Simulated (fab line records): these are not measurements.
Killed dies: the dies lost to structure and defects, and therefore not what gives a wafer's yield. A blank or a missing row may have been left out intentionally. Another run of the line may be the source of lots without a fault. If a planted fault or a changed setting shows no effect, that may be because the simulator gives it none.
Which of the tools did it? || flow nand_harc || 7 lots with 21 wafers sampled at 5 steps, on a route of 1302 steps

## WHAT THE GAUGES SHOWED, per wafer
NHARC_P_CONTACT_CD_MEAS_12: the cd target is 90 nm.
{"lot": "L527", "measured": "day 6 11:37", "on": "cd_sem-03", "cd_nm (nm)": "89.2 89.7 90.1"}
{"lot": "L529", "measured": "day 7 12:26", "on": "cd_sem-01", "cd_nm (nm)": "90.3 89.8 89.2"}
{"lot": "L531", "measured": "day 8 06:54", "on": "cd_sem-02", "cd_nm (nm)": "89.5 89.5 90.3"}
{"lot": "L533", "measured": "day 9 20:14", "on": "cd_sem-01", "cd_nm (nm)": "90.7 90.7 89.9"}
{"lot": "L540", "measured": "day 11 23:50", "on": "cd_sem-02", "cd_nm (nm)": "105.8 104.9 105.2"}
{"lot": "L544", "measured": "day 13 14:18", "on": "cd_sem-02", "cd_nm (nm)": "90.9 90.1 90.3"}
{"lot": "L548", "measured": "day 15 11:52", "on": "cd_sem-01", "cd_nm (nm)": "89.5 89.6 89.5"}

## TOOL THAT RAN EACH LOT (tool first, then ch and the chambers of the sampled wafers, then the start)
{"lot": "L527", "NHARC_P_GATE_DESCUM_93": "rie_diel-10 ch 1,3, day 6 07:14", "NHARC_P_GATE_RTA_82": "rtp_anneal-01 ch 0, day 6 09:56", "NHARC_P_CONTACT_DEP_30": "pecvd-01 ch 1,2, day 6 10:14", "NHARC_P_CONTACT_EXPOSE_09": "arfi_scanner-01 ch 0, day 6 11:29"}
{"lot": "L529", "NHARC_P_GATE_DESCUM_93": "rie_diel-10 ch 0,2,3, day 7 07:49", "NHARC_P_GATE_RTA_82": "rtp_anneal-01 ch 0, day 7 10:38", "NHARC_P_CONTACT_DEP_30": "pecvd-01 ch 0,1,2, day 7 10:54", "NHARC_P_CONTACT_EXPOSE_09": "arfi_scanner-02 ch 0, day 7 12:18"}
{"lot": "L531", "NHARC_P_GATE_DESCUM_93": "rie_diel-10 ch 0,2,3, day 8 01:49", "NHARC_P_GATE_RTA_82": "rtp_anneal-02 ch 0, day 8 05:07", "NHARC_P_CONTACT_DEP_30": "pecvd-04 ch 1,2, day 8 05:26", "NHARC_P_CONTACT_EXPOSE_09": "arfi_scanner-03 ch 0, day 8 06:46"}
{"lot": "L533", "NHARC_P_GATE_DESCUM_93": "rie_diel-12 ch 0,1,2, day 9 15:49", "NHARC_P_GATE_RTA_82": "rtp_anneal-02 ch 0, day 9 18:35", "NHARC_P_CONTACT_DEP_30": "pecvd-04 ch 0,1,2, day 9 18:49", "NHARC_P_CONTACT_EXPOSE_09": "arfi_scanner-02 ch 0, day 9 20:07"}
{"lot": "L540", "NHARC_P_GATE_DESCUM_93": "rie_diel-10 ch 1,2, day 11 19:17", "NHARC_P_GATE_RTA_82": "rtp_anneal-02 ch 0, day 11 22:10", "NHARC_P_CONTACT_DEP_30": "pecvd-01 ch 1,2, day 11 22:28", "NHARC_P_CONTACT_EXPOSE_09": "arfi_scanner-03 ch 0, day 11 23:42"}
{"lot": "L544", "NHARC_P_GATE_DESCUM_93": "rie_diel-12 ch 0,1,3, day 13 09:33", "NHARC_P_GATE_RTA_82": "rtp_anneal-01 ch 0, day 13 12:29", "NHARC_P_CONTACT_DEP_30": "pecvd-01 ch 0,1, day 13 12:45", "NHARC_P_CONTACT_EXPOSE_09": "arfi_scanner-01 ch 0, day 13 14:10"}
{"lot": "L548", "NHARC_P_GATE_DESCUM_93": "rie_diel-10 ch 2,3, day 15 07:07", "NHARC_P_GATE_RTA_82": "rtp_anneal-02 ch 0, day 15 10:05", "NHARC_P_CONTACT_DEP_30": "pecvd-01 ch 0,1,2, day 15 10:23", "NHARC_P_CONTACT_EXPOSE_09": "arfi_scanner-02 ch 0, day 15 11:44"}
- NHARC_P_GATE_DESCUM_93: chemistry O2, time 3 s.
- NHARC_P_GATE_RTA_82: time 30 s.
- NHARC_P_CONTACT_DEP_30: deposits SiNx, target thk 30 nm.
- NHARC_P_CONTACT_EXPOSE_09: exposes mask P CA, target cd 90 nm.

## THE ANSWER, worked out from the rows above alone
Rule: usual is defined by the lots themselves. Put in order of their means at a reading, lots are off if they are a third of the lots or fewer, leave a main group of 4 or more, and stand apart from it by a gap of 3 or more times the standard deviation of the main group's means; of several such gaps the widest counts. A main group is skipped when, at the precision printed for the reading in the tables above, its means are all equal. Also off: a lot with no number at a reading for which 4 or more lots have one. All remaining lots with rows at the step are treated as sound.
Off at NHARC_P_CONTACT_CD_MEAS_12 (cd_nm): L540. Main group: mean 89.9 nm, sd 0.36.
A tool fits if, at a process step before that reading, it ran every lot that is off, and no sound lot after the first of them. Gauges at NHARC_P_CONTACT_CD_MEAS_12: tried the same way as those tools. One fits: NHARC_P_CONTACT_EXPOSE_09 on arfi_scanner-03. Its last sound lot is L531 (day 8 06:46), its first lot that is off L540 (day 11 23:42): a fault that began between those two fits.

## WHAT HAD BEEN PUT IN BY THE SIMULATOR
Drift in process parameters on arfi_scanner-03 at NHARC_P_CONTACT_EXPOSE_09, starting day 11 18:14. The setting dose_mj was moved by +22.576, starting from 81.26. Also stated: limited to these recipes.
Lots struck among those shown: L540. Same finding as the rule above.
